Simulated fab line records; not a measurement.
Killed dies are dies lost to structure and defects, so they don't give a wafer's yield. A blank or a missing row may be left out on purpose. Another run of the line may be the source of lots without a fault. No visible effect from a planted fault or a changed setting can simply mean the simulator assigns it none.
Matching of chambers / flow n5-finfet / pecvd-01 running N5_BEOL_M0_DEP_125: 3 sister chambers
The step deposits SiCN from 3MS/NH3, target thk 8 nm, time 14 s. 3 wafers are shown with their chamber, then 8 later ones without.

WAFERS PAIRED WITH THEIR CHAMBERS
wafer=L077.4; chamber=0; throttle-valve-pct (%)=8.4
wafer=L079.2; chamber=2; throttle-valve-pct (%)=8.7
wafer=L085.3; chamber=1; throttle-valve-pct (%)=9.3

WAFERS WHOSE CHAMBER IS MISSING
wafer=L085.5; throttle-valve-pct (%)=8.6
wafer=L085.6; throttle-valve-pct (%)=8.6
wafer=L086.1; throttle-valve-pct (%)=8.8
wafer=L086.4; throttle-valve-pct (%)=9.3
wafer=L086.5; throttle-valve-pct (%)=8.6
wafer=L092.2; throttle-valve-pct (%)=8.8
wafer=L092.3; throttle-valve-pct (%)=8.7
wafer=L092.6; throttle-valve-pct (%)=8.5

WHICH CHAMBER EACH ONE RAN IN
wafer=L085.5; from the rows above=can't be placed: 2 or 0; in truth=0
wafer=L085.6; from the rows above=can't be placed: 2 or 0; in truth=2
wafer=L086.1; from the rows above=2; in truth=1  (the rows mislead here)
wafer=L086.4; from the rows above=1; in truth=1
wafer=L086.5; from the rows above=can't be placed: 2 or 0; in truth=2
wafer=L092.2; from the rows above=2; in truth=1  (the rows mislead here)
wafer=L092.3; from the rows above=2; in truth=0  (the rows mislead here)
wafer=L092.6; from the rows above=can't be placed: 0 or 2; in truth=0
1 of 8 placed correctly. From these rows, 4 cannot be placed; in 4 the true chamber is one of the candidates. Placed wrongly: 3.
How it was worked out, from the rows above alone: a wafer's distance from a chamber is the root of the sum, over the readings, of the square of ((its reading less the chamber's mean) divided by the reading's scatter). The wafer belongs to the nearest chamber; if the next one is less than 2 further off, it can't be placed. For every chamber, the mean is computed from those of its wafers that are shown. The scatter: with one shown wafer a chamber, the root of the mean of the squares of how far each hidden wafer lies from its nearest shown one.
